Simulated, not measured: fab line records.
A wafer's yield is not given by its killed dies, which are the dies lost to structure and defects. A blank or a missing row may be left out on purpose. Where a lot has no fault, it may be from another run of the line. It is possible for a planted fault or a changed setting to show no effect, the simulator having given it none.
fab line records    flow nand_harc
record lots=5  wafers=15  last_day=33
route steps=1302 shown P_GATE@170 END@1302
lots that met no fault: from a run of the same line without faults
start_h: hours from the record's opening day to when the first of the lot's shown wafers began    wait_h: hours from the lot's prior step to this one    " same as the row above    L1.1+2: a row that stands for several wafers    - no value, or no start was given    * or withheld: withheld    < > ~ a bound
route shown NAME@n: names a module that has steps shown in the file, with the first one's number in the route    usual: mean and standard deviation over wafers with no fault    same: alike in all rows    chamber/n: place in a boat    sites: readings site by site    _std_site: standard deviation of those values    _edge_site: mean of outer sites minus mean of inner sites    radius_mm: for every site, how far away it sits from the centre of the wafer    mask NAME#n: copy n    behind: the most recent tool/chamber to have shaped the wafer    hold: why the lot was held/for how many hours/how that ended    device: which transistor (n, p or np) failed to switch    end of line: tests run on the same wafers once the route is complete    where a step has no rows: the recipe by itself    killed: the dies lost at the first sort to structure and to defects; this is not the yield of the wafer    map: shows each die of a wafer: x if killed, . if not, _ if none is there
set.NAME: the setting that was run; set.NAME@STEP: the one run at that earlier step    model.NAME: the simulator's own value behind a step, which no gauge read
lots at some steps of the route; a table a step, a row a wafer
services: from which hour (start_h, from the record's first day; less than 0 if before it) a tool's chamber was out of use, for how many hours, and why
## steps
# step NHARC_P_GATE_CD_MEAS_46
# recipe target_cd_nm=720  landing_energy_ev=500
# usual cd_nm=719.8/1.1
lot.wafer  tool       chamber  start_h  wait_h  cd_nm
L435.3     cd_sem-02  0        124.61   -       719.9
L435.5     "          0        "        "       719.2
L435.6     "          0        "        "       720.6
L437.2     cd_sem-01  0        141.13   -       717.0
L437.5     "          0        "        "       719.0
L437.6     "          0        "        "       719.4
L446.2     cd_sem-03  0        228.10   -       721.3
L446.3     "          0        "        "       720.1
L446.4     "          0        "        "       719.4
L455.3     cd_sem-03  0        317.11   -       719.6
L455.4     "          0        "        "       721.2
L455.6     "          0        "        "       719.6
L456.2     cd_sem-03  0        330.36   -       718.7
L456.4     "          0        "        "       718.6
L456.6     "          0        "        "       720.3
# step NHARC_P_GATE_HARDBAKE_47
# recipe temp_c=125  time_s=80
# step NHARC_P_GATE_DESCUM_48
# recipe time_s=3  o2_flow_sccm=200  ar_flow_sccm=0  bias_power_w=0  chemistry=O2
# usual drypump_motor_current_A=5.6/0.48  oes_product_au=0.999/0.0072  rf_vpp_V=57.9/0.9  showerhead_plenum_p_Torr=1.95/0.081  throttle_valve_pct=11.312/0.0089
# same bias_power_w=0
lot.wafer  tool         chamber  start_h  wait_h  drypump_motor_current_A  oes_product_au  rf_hours_counter_h  rf_vpp_V  showerhead_plenum_p_Torr  throttle_valve_pct
L435.3     rie_diel-11  2        124.80   -       5.8                      1.009           1.4                 57.7      1.86                      11.321
L435.6     "            3        "        "       6.5                      1.006           -                   57.3      1.96                      11.309
L435.5     "            0        "        "       5.2                      0.996           -                   58.3      1.96                      11.324
L437.2     rie_diel-09  3        141.31   -       5.8                      1.007           9.1                 60.3      2.00                      11.318
L437.5     "            1        "        "       5.2                      1.004           -                   59.2      2.05                      11.315
L437.6     "            2        "        "       4.8                      0.982           -                   58.3      2.02                      11.312
L446.3     rie_diel-08  3        228.26   -       5.4                      1.000           2.5                 57.9      1.94                      11.301
L446.2     "            0        "        "       6.0                      0.992           2.5                 58.1      1.79                      11.300
L446.4     "            2        "        "       5.5                      0.985           3.4                 56.5      1.80                      11.311
L455.4     rie_diel-08  3        317.28   -       5.4                      1.001           8.3                 58.0      1.94                      11.313
L455.3     "            0        "        "       6.0                      1.004           6.9                 57.7      1.79                      11.312
L455.6     "            2        "        "       5.5                      0.999           -                   56.2      1.80                      11.315
L456.2     rie_diel-11  3        330.53   -       6.5                      1.007           3.2                 56.2      1.96                      11.313
L456.4     "            1        "        "       6.6                      0.994           3.1                 55.2      1.91                      11.320
L456.6     "            2        "        "       5.8                      1.010           -                   56.3      1.86                      11.296
# step NHARC_P_GATE_IMPLANT_49
# recipe energy_kev=30  dose_cm2=3e+15  tilt_deg=7
# step NHARC_P_GATE_STRIP_111
# recipe power_w=1500  temp_c=110  time_s=250  chemistry=N2/H2
# usual drypump_motor_current_A=5.56/0.26  heater_power_w=87/7.9
lot.wafer  tool             chamber  start_h  wait_h  drypump_motor_current_A  heater_power_w  rf_hours_counter_h
L435.3     plasma_asher-01  0        125.24   0.2     5.59                     90              -
L435.6     "                0        "        "       5.59                     93              -
L435.5     "                1        "        "       5.17                     81              -
L437.2     plasma_asher-02  0        141.66   0.2     5.92                     80              9
L437.6     "                0        "        "       5.82                     80              -
L437.5     "                1        "        "       5.72                     97              -
L446.2     plasma_asher-01  0        228.63   0.2     5.62                     92              12
L446.4     "                0        "        "       5.61                     92              -
L446.3     "                1        "        "       5.16                     77              -
L455.3     plasma_asher-01  0        317.73   0.2     5.62                     94              -
L455.4     "                1        "        "       5.13                     77              -
L455.6     "                1        "        "       5.13                     77              -
L456.2     plasma_asher-02  1        330.93   0.2     5.66                     98              13
L456.4     "                0        "        "       5.82                     82              -
L456.6     "                1        "        "       5.67                     96              -
# step NHARC_P_GATE_STRIP_75
# recipe power_w=1500  temp_c=250  chemistry=O2
# usual drypump_motor_current_A=5.56/0.27  heater_power_w=326/30
lot.wafer  tool             chamber  start_h  wait_h  drypump_motor_current_A  heater_power_w  rf_hours_counter_h
L435.3     plasma_asher-01  0        125.46   0.2     5.61                     355             -
L435.6     "                0        "        "       5.61                     339             -
L435.5     "                1        "        "       5.16                     301             -
L437.2     plasma_asher-02  0        141.96   0.2     5.88                     302             9
L437.6     "                0        "        "       5.90                     301             -
L437.5     "                1        "        "       5.70                     360             -
L446.2     plasma_asher-01  0        228.93   0.3     5.60                     356             12
L446.4     "                0        "        "       5.59                     348             -
L446.3     "                1        "        "       5.16                     281             -
L455.3     plasma_asher-01  0        317.96   0.2     5.62                     352             -
L455.4     "                1        "        "       5.16                     280             -
L455.6     "                1        "        "       5.18                     290             -
L456.2     plasma_asher-02  1        331.19   0.2     5.71                     363             13
L456.4     "                0        "        "       5.87                     304             -
L456.6     "                1        "        "       5.68                     365             -
# step NHARC_P_GATE_STRIP_50
# recipe time_s=900  temp_c=130  chemistry=SPM
# step NHARC_P_GATE_DEHYDRATE_51
# recipe temp_c=150  time_s=120
# step NHARC_P_GATE_HMDS_52
# recipe time_s=30
# step NHARC_P_GATE_COAT_53
# recipe spin_rpm=3000
# step NHARC_P_GATE_SOFTBAKE_54
# recipe temp_c=122  time_s=95
# step NHARC_P_GATE_EBR_55
# step NHARC_P_GATE_EXPOSE_56
# recipe na=0.6  target_cd_nm=720  dose_mj=14.81  mask_id=P_PSD
lot.wafer   tool            chamber  start_h  wait_h  mask
L435.3+5+6  krf_scanner-03  0        126.22   -       P_PSD#0
L437.2+5+6  krf_scanner-04  0        142.73   -       P_PSD#0
L446.2+3+4  krf_scanner-03  0        229.72   -       P_PSD_R1#0
L455.3+4+6  krf_scanner-01  0        318.59   -       P_PSD#0
L456.2+4+6  krf_scanner-03  0        331.95   -       P_PSD#0
# step NHARC_P_GATE_PEB_57
# recipe peb_temp_c=118  peb_time_s=85
# step NHARC_P_GATE_DEVELOP_58
# recipe time_s=70
# step NHARC_P_GATE_CD_MEAS_59
# recipe target_cd_nm=720  landing_energy_ev=500
# usual cd_nm=719.2/1.1
lot.wafer  tool       chamber  start_h  wait_h  cd_nm
L435.3     cd_sem-03  0        126.37   -       719.7
L435.5     "          0        "        "       719.8
L435.6     "          0        "        "       721.5
L437.2     cd_sem-02  0        142.88   -       718.4
L437.5     "          0        "        "       721.3
L437.6     "          0        "        "       721.2
L446.2     cd_sem-01  0        229.87   -       679.6
L446.3     "          0        "        "       679.8
L446.4     "          0        "        "       681.6
L455.3     cd_sem-02  0        318.75   -       719.3
L455.4     "          0        "        "       719.2
L455.6     "          0        "        "       720.5
L456.2     cd_sem-02  0        332.11   -       717.8
L456.4     "          0        "        "       719.5
L456.6     "          0        "        "       719.7
# step NHARC_P_GATE_HARDBAKE_60
# recipe temp_c=125  time_s=80
# step NHARC_END_SORT_01
# recipe temp_c=25
# usual killed_at_array=50/18  killed_at_other=0.8/1.1  killed_at_periphery=4.1/2.9  killed_dies=55/18  killed_open=3.5/1.9  killed_short=2.4/1.5
# same gross_dies=677
lot.wafer  tool       chamber  start_h  wait_h  killed_at_array  killed_at_other  killed_at_periphery  killed_dies  killed_open  killed_short
L437.2     prober-01  0        604.61   2.8     47               1                3                    51           1            4
L437.5     prober-01  0        607.01   3.7     54               0                0                    54           3            3
L437.6     prober-01  0        607.81   4.0     54               0                1                    55           4            2
L446.2     prober-01  0        670.91   2.8     31               0                6                    37           4            2
L446.3     prober-01  0        671.72   3.1     39               3                1                    43           2            6
L446.4     prober-01  0        672.53   3.4     32               1                3                    36           4            1
L456.2     prober-02  0        790.54   2.8     39               1                3                    43           5            1
L456.4     prober-02  0        792.13   3.4     27               0                3                    30           5            0
L456.6     prober-02  0        793.71   4.0     24               0                3                    27           1            2
# killed by level:class
L437.2 A_CHANNEL_HOLE_D1:chamber_film_flake=25 A_CHANNEL_HOLE_D2:chamber_film_flake=10 A_STAIRCASE:chamber_film_flake=3 A_M0:chamber_film_flake=3 P_M0:geometric_particle:short=2 A_CONTACT:chamber_film_flake=2 A_ONON_D2:geometric_particle:short=1 A_WL_FILL:geometric_particle:short=1
L437.5 A_CHANNEL_HOLE_D1:chamber_film_flake=29 A_CHANNEL_HOLE_D2:chamber_film_flake=9 A_STAIRCASE:chamber_film_flake=3 A_DECK1_JOINT:chamber_film_flake=2 A_CHANNEL_FILL_D2:chamber_film_flake=2 A_CONTACT:chamber_film_flake=2 A_ONON_D1:geometric_particle:short=1 A_DECK1_JOINT:geometric_particle:open=1
L437.6 A_CHANNEL_HOLE_D1:chamber_film_flake=31 A_CHANNEL_HOLE_D2:chamber_film_flake=12 A_M0:geometric_particle:open=2 A_STAIRCASE:chamber_film_flake=2 A_CHANNEL_FILL_D1:geometric_particle:open=1 A_CHANNEL_FILL_D1:geometric_particle:short=1 A_DECK1_JOINT:geometric_particle:open=1 A_WL_FILL:geometric_particle:short=1
L446.2 A_CHANNEL_HOLE_D2:chamber_film_flake=15 A_CHANNEL_HOLE_D1:chamber_film_flake=7 A_STAIRCASE:chamber_film_flake=4 P_M0:geometric_particle:short=2 P_CONTACT:geometric_particle:open=1 P_M2:geometric_particle:open=1 A_ONON_D2:geometric_particle:open=1 A_CONTACT:geometric_particle:open=1
L446.3 A_CHANNEL_HOLE_D2:chamber_film_flake=19 A_CHANNEL_HOLE_D1:chamber_film_flake=5 A_STAIRCASE:chamber_film_flake=2 HYBRID_BOND:chamber_film_flake=2 A_ONON_D1:geometric_particle:short=1 A_CHANNEL_FILL_D1:geometric_particle:short=1 A_CHANNEL_FILL_D1:geometric_particle:open=1 A_DECK1_JOINT:geometric_particle:short=1
L446.4 A_CHANNEL_HOLE_D2:chamber_film_flake=14 A_CHANNEL_HOLE_D1:chamber_film_flake=6 A_SLIT:chamber_film_flake=3 A_CHANNEL_FILL_D2:chamber_film_flake=2 A_STAIRCASE:chamber_film_flake=2 P_M0:geometric_particle:short=1 P_M0:geometric_particle:open=1 A_DECK1_JOINT:geometric_particle:open=1
L456.2 A_CONTACT:chamber_film_flake=13 A_SLIT:chamber_film_flake=11 A_STAIRCASE:chamber_film_flake=8 P_CONTACT:geometric_particle:open=1 P_M0:geometric_particle:short=1 A_ONON_D1:geometric_particle:open=1 A_CHANNEL_HOLE_D2:geometric_particle:open=1 A_WL_FILL:geometric_particle:open=1
L456.4 A_CONTACT:chamber_film_flake=9 A_STAIRCASE:chamber_film_flake=6 A_SLIT:chamber_film_flake=3 A_DECK1_JOINT:geometric_particle:open=2 A_CHANNEL_HOLE_D1:chamber_film_flake=2 P_CONTACT:geometric_particle:open=1 A_CHANNEL_HOLE_D2:geometric_particle:open=1 A_M1:geometric_particle:open=1
L456.6 A_CONTACT:chamber_film_flake=6 A_SLIT:chamber_film_flake=6 A_STAIRCASE:chamber_film_flake=3 A_BONDPAD:chamber_film_flake=3 P_STI:chamber_film_flake=2 A_M0:chamber_film_flake=2 P_M2:geometric_particle:short=1 A_ONON_D2:geometric_particle:short=1
## services
tool             chamber  start_h  hours  kind
plasma_asher-02  -        124.15   6.6    repair
krf_scanner-01   -        140.00   4.0    pm
rie_diel-08      0        146.46   8.0    repair
plasma_asher-01  -        165.11   9.0    pm
krf_scanner-01   -        178.31   1.1    repair
krf_scanner-04   -        182.00   4.0    pm
rie_diel-09      0        186.43   3.3    repair
rie_diel-11      3        189.06   3.3    repair
rie_diel-08      -        190.80   9.0    pm
krf_scanner-03   -        194.59   0.2    repair
krf_scanner-03   -        224.00   4.0    pm
rie_diel-09      1        236.67   3.8    repair
plasma_asher-02  -        249.01   9.0    pm
rie_diel-09      0        255.07   1.9    repair
rie_diel-11      -        255.50   9.0    pm
rie_diel-08      -        261.46   0.5    repair
krf_scanner-04   -        264.20   18.7   repair
rie_diel-11      3        266.48   2.5    repair
rie_diel-09      3        279.01   10.7   repair
plasma_asher-02  -        280.38   1.2    repair
rie_diel-11      0        295.06   4.9    repair
krf_scanner-01   -        312.00   4.0    pm
rie_diel-09      -        320.11   9.0    pm
rie_diel-11      -        331.32   0.4    repair
## key
first_sign step=NHARC_P_GATE_EXPOSE_56  reading=mask  direction=changed
effect step=NHARC_P_GATE_CD_MEAS_59  reading=cd_nm  direction=down  sigmas=34  usual=719.2  struck=680.3
met_at NHARC_P_GATE_EXPOSE_56
struck_wafers L446.2,L446.3,L446.4
tester_left_out L446
onset_between 126.22 229.72
fault kind=wrong_mask  tool=any  chamber=-  onset_h=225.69  steps=NHARC_P_GATE_EXPOSE_56  aux_copy=P_PSD_R1#0  cd_offset_nm=-38.886  scope=struck_lots_only
# tester_left_out: of these lots the tester's yield and bins aren't shown, on N5 and GAA mostly nor the transistor test; their killed dies are dies lost to structure and defects alone, not to doping, threshold or leakage, so they don't give the yield
